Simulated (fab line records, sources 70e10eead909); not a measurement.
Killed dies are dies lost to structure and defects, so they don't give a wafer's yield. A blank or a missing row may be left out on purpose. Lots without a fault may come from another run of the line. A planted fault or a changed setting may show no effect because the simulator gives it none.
fab line records | flow nand_harc
record lots=12 wafers=36 last_day=34
route steps=1302 shown A_CONTACT@1045 END@1302
lots that met no fault: from a run of the same line without faults
start_h: hours from the record's first day to the start of the lot's first wafer shown | wait_h: hours since the lot's step before | " the same as in the row above | L1.1+2: a row that stands for several wafers | - no value, or no start given | * or withheld: withheld | < > ~ a bound
route shown NAME@n: a module of which the file shows steps, and the number in the route of the first | usual: mean/standard deviation of fault-free wafers | same: alike in all rows | chamber/n: place in a boat | sites: the reading at each site | _std_site: their standard deviation | _edge_site: outer sites' mean less inner sites' | radius_mm: how far each site lies from the wafer's centre | mask NAME#n: copy n | behind: the tool/chamber that last shaped the wafer | hold: why the lot was held/for how many hours/how that ended | device: the transistor (n, p or np) that didn't switch | end of line: the same wafers' tests at the end of the route | a step without rows: its recipe alone | killed: dies lost to structure and defects at the first sort, not the wafer's yield | map: a wafer's dies, x killed, . not, _ none there
set.NAME: the setting as run; set.NAME@STEP: as run at that earlier step | model.NAME: the simulator's own value behind a step, which no gauge read
steps of the route over a sample of lots; a table a step, a row a wafer
services: from which hour (start_h, from the record's first day; less than 0 if before it) a tool's chamber was out of use, for how many hours, and why
## steps
# step NHARC_A_CONTACT_ETCH_77
# recipe target_depth_a=1089 time_s=54.5 cf4_flow_sccm=100 chf3_flow_sccm=30 ar_flow_sccm=0 rf_w=500 bias_w=200 chemistry=CF4/CHF3
# usual drypump_motor_current_A=5.7/0.35 oes_product_au=0.938/0.022 rf_vpp_V=370.2/1.7 showerhead_plenum_p_Torr=1.56/0.042 throttle_valve_pct=16.801/0.0094
# columns lot.wafer tool chamber start_h wait_h drypump_motor_current_A oes_product_au rf_hours_counter_h rf_vpp_V showerhead_plenum_p_Torr throttle_valve_pct
L173.1 rie_diel-12 0 - - 5.7 0.969 12 372.7 1.58 16.808
L173.2 " 1 " " 5.8 0.953 15 371.7 1.59 16.817
L173.5 " 1 " " 5.9 0.967 - 370.4 1.59 16.790
L174.4 rie_diel-03 3 - - 5.3 0.906 10 371.6 1.56 16.816
L174.6 " 1 " " 5.6 0.922 - 368.8 1.54 16.800
L174.5 " 2 " " 6.3 0.932 - 369.2 1.52 16.821
L176.4 rie_diel-03 1 - - 5.7 0.927 10 370.1 1.54 16.788
L176.1 " 3 " " 5.3 0.931 12 370.1 1.56 16.802
L176.5 " 1 " " 5.6 0.928 - 370.4 1.54 16.802
L177.4 rie_diel-12 2 - - 5.6 0.928 25 372.0 1.61 16.819
L177.5 " 1 " " 5.9 0.920 - 371.7 1.58 16.806
L177.6 " 2 " " 5.6 0.929 - 371.2 1.61 16.810
L188.2 rie_diel-03 1 - - 5.7 0.977 1 370.4 1.53 16.803
L188.3 " 0 " " 5.4 0.945 1 368.8 1.56 16.790
L188.5 " 2 " " 6.4 0.980 - 366.8 1.52 16.807
L190.2 rie_diel-12 0 - - 5.7 0.964 12 370.1 1.57 16.792
L190.4 " 2 " " 5.6 0.976 15 372.2 1.59 16.802
L190.5 " 0 " " 5.7 0.966 - 369.1 1.57 16.792
L189.2 rie_diel-03 3 - - 5.3 0.924 5 370.1 1.56 16.810
L189.1 " 1 " " 5.6 0.906 6 369.8 1.53 16.802
L189.5 " 0 " " 5.4 0.909 - 369.9 1.55 16.802
L191.1 rie_diel-03 3 - - 5.3 0.933 6 369.3 1.56 16.792
L191.2 " 0 " " 5.4 0.904 7 369.1 1.55 16.782
L191.3 " 1 " " 5.6 0.923 7 369.5 1.53 16.791
L192.4 rie_diel-12 2 - - 5.7 0.970 17 372.0 1.59 16.788
L192.1 " 0 " " 5.7 0.951 14 370.6 1.57 16.794
L192.6 " 2 " " 5.7 0.978 - 371.6 1.59 16.800
L193.3 rie_diel-03 1 - - 5.6 0.920 12 368.0 1.53 16.788
L193.4 " 2 " " 6.3 0.934 10 368.0 1.51 16.794
L193.5 " 1 " " 5.6 0.916 - 370.4 1.53 16.795
L194.2 rie_diel-03 3 - - 5.3 0.912 14 369.5 1.56 16.801
L194.4 " 1 " " 5.7 0.912 - 368.4 1.53 16.813
L194.6 " 3 " " 5.3 0.905 - 369.8 1.56 16.817
L196.5 rie_diel-02 0 - - 6.1 0.924 - 373.7 1.64 16.798
L196.4 " 2 " " 5.8 0.930 - 368.6 1.51 16.807
L196.6 " 3 " " 5.3 0.932 - 373.5 1.60 16.811
# step NHARC_A_CONTACT_ETCH_78
# recipe target_depth_a=53000 over_etch_frac=0.3 time_s=1378 ion_energy_ev=150 o2_flow_sccm=400 cos_flow_sccm=20 ar_flow_sccm=0 rf_w=500 bias_w=300 chemistry=O2/COS
# usual drypump_motor_current_A=5.7/0.34 oes_product_au=1.000/0.011 rf_vpp_V=313.7/1.4 showerhead_plenum_p_Torr=3.10/0.08 throttle_valve_pct=28.331/0.0084
# columns lot.wafer tool chamber start_h wait_h drypump_motor_current_A oes_product_au rf_hours_counter_h rf_vpp_V showerhead_plenum_p_Torr throttle_valve_pct
L173.2 rie_diel-12 0 - - 5.7 1.011 13 314.0 3.14 28.334
L173.1 " 3 " " 5.9 1.002 13 317.2 3.37 28.329
L173.5 " 1 " " 5.9 0.988 - 316.1 3.15 28.325
L174.4 rie_diel-03 2 - - 6.3 1.023 11 312.7 3.02 28.332
L174.5 " 2 " " 6.3 1.029 - 311.6 3.02 28.320
L174.6 " 3 " " 5.3 0.990 - 314.0 3.10 28.327
L176.1 rie_diel-03 2 - - 6.4 1.024 13 312.6 3.02 28.334
L176.4 " 3 " " 5.3 0.993 12 314.5 3.10 28.338
L176.5 " 2 " " 6.4 1.009 - 313.6 3.02 28.350
L177.4 rie_diel-12 2 - - 5.7 1.012 25 314.6 3.19 28.330
L177.6 " 1 " " 5.9 1.004 - 314.3 3.14 28.337
L177.5 " 2 " " 5.7 1.015 - 314.2 3.19 28.328
L188.3 rie_diel-03 0 - - 5.4 0.980 1 312.9 3.09 28.337
L188.2 " 2 " " 6.3 1.007 1 311.7 3.01 28.333
L188.5 " 0 " " 5.4 0.971 - 312.8 3.09 28.328
L190.2 rie_diel-12 3 - - 5.9 0.983 15 315.8 3.34 28.330
L190.4 " 1 " " 5.9 1.011 12 314.3 3.12 28.343
L190.5 " 3 " " 5.9 0.990 - 317.6 3.34 28.342
L189.2 rie_diel-03 0 - - 5.4 0.994 6 315.1 3.08 28.332
L189.1 " 2 " " 6.4 1.005 5 313.3 3.01 28.328
L189.5 " 0 " " 5.4 0.993 - 313.7 3.08 28.345
L191.3 rie_diel-03 1 - - 5.6 0.988 7 313.8 3.04 28.335
L191.2 " 3 " " 5.3 0.982 6 313.7 3.09 28.322
L191.1 " 0 " " 5.4 0.983 7 313.3 3.08 28.325
L192.1 rie_diel-12 0 - - 5.7 1.007 14 314.2 3.11 28.317
L192.4 " 3 " " 5.9 0.987 17 316.8 3.33 28.319
L192.6 " 0 " " 5.7 1.006 - 313.8 3.11 28.330
L193.4 rie_diel-03 2 - - 6.4 1.015 11 312.5 3.00 28.341
L193.3 " 0 " " 5.4 0.991 12 313.7 3.08 28.327
L193.5 " 3 " " 5.3 1.001 - 313.7 3.09 28.323
L194.2 rie_diel-03 1 - - 5.6 0.985 16 312.2 3.03 28.329
L194.6 " 3 " " 5.3 0.991 - 314.6 3.09 28.328
L194.4 " 1 " " 5.6 1.000 - 312.4 3.03 28.317
L196.4 rie_diel-02 2 - - 5.7 0.998 - 312.8 3.00 28.340
L196.6 " 3 " " 5.3 0.999 - 313.9 3.18 28.321
L196.5 " 0 " " 6.1 0.993 - 316.6 3.26 28.330
# step NHARC_A_CONTACT_DEP_84
# recipe target_thk_a=28000 temp_c=400 material=aC
# usual throttle_valve_pct=34.999/0.009
# columns lot.wafer tool chamber start_h wait_h throttle_valve_pct
L173.1 acl_dep-02 0 503.80 - 34.985
L173.2 " 0 " " 35.019
L173.5 " 0 " " 34.993
L174.4 acl_dep-01 0 523.04 - 35.015
L174.5 " 0 " " 34.999
L174.6 " 0 " " 35.005
L176.1 acl_dep-02 0 530.40 - 35.002
L176.4 " 0 " " 34.994
L176.5 " 0 " " 34.998
L177.4 acl_dep-01 0 547.44 - 34.990
L177.5 " 0 " " 35.015
L177.6 " 0 " " 35.020
L188.2 acl_dep-03 0 656.79 - 34.982
L188.3 " 0 " " 34.997
L188.5 " 0 " " 35.008
L190.2 acl_dep-01 0 677.90 - 34.992
L190.4 " 0 " " 34.992
L190.5 " 0 " " 34.996
L189.1 acl_dep-02 0 678.57 - 34.993
L189.2 " 0 " " 34.997
L189.5 " 0 " " 34.990
L191.1 acl_dep-02 0 685.10 - 35.001
L191.2 " 0 " " 35.017
L191.3 " 0 " " 34.998
L192.1 acl_dep-03 0 688.62 - 34.997
L192.4 " 0 " " 35.009
L192.6 " 0 " " 34.993
L193.3 acl_dep-02 0 702.43 - 35.009
L193.4 " 0 " " 34.998
L193.5 " 0 " " 35.007
L194.2 acl_dep-01 0 725.23 - 34.995
L194.4 " 0 " " 35.002
L194.6 " 0 " " 34.998
L196.4 acl_dep-02 0 755.27 - 34.997
L196.5 " 0 " " 34.993
L196.6 " 0 " " 34.998
# step NHARC_A_CONTACT_ETCH_89
# recipe target_depth_a=2600 over_etch_frac=0.3 time_s=475.3 ion_energy_ev=200 n2_flow_sccm=150 h2_flow_sccm=150 ar_flow_sccm=0 rf_w=400 bias_w=150 chemistry=N2/H2
# usual drypump_motor_current_A=5.7/0.39 oes_product_au=1.002/0.0099 rf_vpp_V=429.5/1.3 showerhead_plenum_p_Torr=2.00/0.036 throttle_valve_pct=14.171/0.0087
# columns lot.wafer tool chamber start_h wait_h drypump_motor_current_A oes_product_au rf_hours_counter_h rf_vpp_V showerhead_plenum_p_Torr throttle_valve_pct
L173.1 rie_diel-03 3 506.63 - 5.3 1.001 8 431.5 2.03 14.169
L173.2 " 2 " " 6.3 1.019 8 429.0 1.97 14.177
L173.5 " 0 " " 5.4 1.006 - 431.7 2.02 14.182
L174.4 rie_diel-03 2 525.27 - 6.3 1.012 13 429.3 1.97 14.192
L174.6 " 0 " " 5.4 1.015 - 427.8 2.02 14.157
L174.5 " 1 " " 5.6 1.009 - 429.6 1.99 14.166
L176.1 rie_diel-03 1 533.22 - 5.6 0.998 13 429.0 1.99 14.171
L176.4 " 0 " " 5.4 0.877 14 431.3 2.02 14.160
L176.5 " 2 " " 6.3 1.017 - 428.6 1.96 14.159
L177.4 rie_diel-03 2 549.35 - 6.3 1.011 17 427.0 1.96 14.172
L177.6 " 0 " " 5.4 0.863 - 430.4 2.02 14.173
L177.5 " 1 " " 5.6 0.998 - 428.5 1.99 14.184
L188.2 rie_diel-03 3 659.24 - 5.3 1.000 3 429.8 2.02 14.183
L188.3 " 1 " " 5.6 0.993 4 430.0 1.98 14.161
L188.5 " 0 " " 5.4 0.986 - 428.9 2.01 14.181
L190.4 rie_diel-03 2 680.33 - 6.4 1.013 7 429.3 1.96 14.171
L190.2 " 0 " " 5.4 0.993 8 428.1 2.01 14.175
L190.5 " 2 " " 6.3 1.008 - 428.1 1.96 14.180
L189.1 rie_diel-03 1 681.42 - 5.6 0.991 9 430.8 1.98 14.158
L189.2 " 2 " " 6.3 1.013 8 427.8 1.96 14.169
L189.5 " 0 " " 5.4 0.995 - 431.4 2.01 14.193
L191.1 rie_diel-03 1 687.91 - 5.6 0.997 11 428.6 1.98 14.175
L191.2 " 3 " " 5.3 0.991 8 429.4 2.02 14.182
L191.3 " 0 " " 5.4 0.990 10 429.7 2.01 14.169
L192.1 rie_diel-03 1 691.60 - 5.7 0.995 11 427.8 1.98 14.169
L192.4 " 3 " " 5.3 0.986 9 429.5 2.02 14.174
L192.6 " 0 " " 5.4 1.003 - 430.9 2.01 14.172
L193.3 rie_diel-03 2 704.73 - 6.4 1.016 12 428.9 1.96 14.173
L193.5 " 1 " " 5.6 0.998 - 428.9 1.98 14.172
L193.4 " 2 " " 6.3 1.007 - 428.3 1.95 14.158
L194.2 rie_diel-03 1 727.81 - 5.6 0.991 17 428.8 1.98 14.170
L194.4 " 1 " " 5.6 0.993 - 430.1 1.97 14.174
L194.6 " 3 " " 5.3 0.981 - 429.1 2.01 14.165
L196.4 rie_diel-03 3 757.44 - 5.3 0.998 - 431.4 2.01 14.183
L196.5 " 0 " " 5.4 1.000 - 429.1 2.01 14.171
L196.6 " 2 " " 6.4 1.019 - 427.2 1.95 14.180
# step NHARC_END_SORT_01
# recipe temp_c=25
# usual killed_at_array=56/19 killed_at_other=0.8/1.1 killed_at_periphery=3.4/2.5 killed_dies=60/19 killed_open=2.9/1.7 killed_short=2.4/1.6
# same gross_dies=677
# columns lot.wafer tool chamber start_h wait_h killed_at_array killed_at_other killed_at_periphery killed_dies killed_open killed_short
L177.6 prober-01 0 605.68 4.0 68 0 4 72 3 2
# killed by level:class
L177.6 A_CHANNEL_HOLE_D2:chamber_film_flake=25 A_SLIT:chamber_film_flake=25 A_CHANNEL_FILL_D1:chamber_film_flake=3 A_STAIRCASE:chamber_film_flake=3 A_CONTACT:area_etch=3 P_GATE:chamber_film_flake=2 A_DECK1_JOINT:chamber_film_flake=2 P_GATE:geometric_particle:open=1
## services
# columns tool chamber start_h hours kind
acl_dep-03 - 484.16 13.0 pm
rie_diel-03 0 492.05 - clean
rie_diel-03 1 492.05 - clean
rie_diel-03 2 492.05 - clean
rie_diel-03 3 492.05 - clean
rie_diel-03 0 517.02 - clean
rie_diel-03 1 517.02 - clean
acl_dep-01 - 552.01 13.0 pm
rie_diel-02 - 570.88 9.0 pm
acl_dep-02 - 613.02 13.0 pm
rie_diel-03 2 622.41 1.5 repair
rie_diel-12 - 622.96 9.0 pm
rie_diel-03 - 635.32 9.0 pm
rie_diel-03 - 660.49 0.7 repair
acl_dep-03 - 668.03 13.0 pm
rie_diel-12 0 679.56 14.0 repair
rie_diel-03 0 698.57 9.7 repair
rie_diel-03 2 712.15 28.9 repair
rie_diel-03 3 719.20 1.4 repair
acl_dep-01 - 735.96 13.0 pm
rie_diel-03 1 737.83 9.3 repair
rie_diel-02 1 744.31 4.3 repair
rie_diel-02 - 747.90 9.0 pm
rie_diel-03 1 755.20 4.9 repair
## key
first_sign step=NHARC_A_CONTACT_ETCH_89 reading=oes_product_au direction=down sigmas=13 usual=1.002 struck=0.870
effect none on later readings
met_at NHARC_A_CONTACT_ETCH_89
struck_lots L176,L177
struck_wafers L176.4,L177.6
tester_left_out L176,L177
not_acting_at NHARC_A_CONTACT_ETCH_77,NHARC_A_CONTACT_ETCH_78,NHARC_A_CONTACT_DEP_84
onset_between 525.27 533.22
fault kind=process_parameter_drift tool=rie_diel-03 chamber=0 onset_h=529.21 steps=NHARC_A_CONTACT_ETCH_89 channel=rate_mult offset=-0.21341 shape=step end_h=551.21
# tester_left_out: of these lots the tester's yield and bins aren't shown, on N5 and GAA mostly nor the transistor test; their killed dies are dies lost to structure and defects alone, not to doping, threshold or leakage, so they don't give the yield
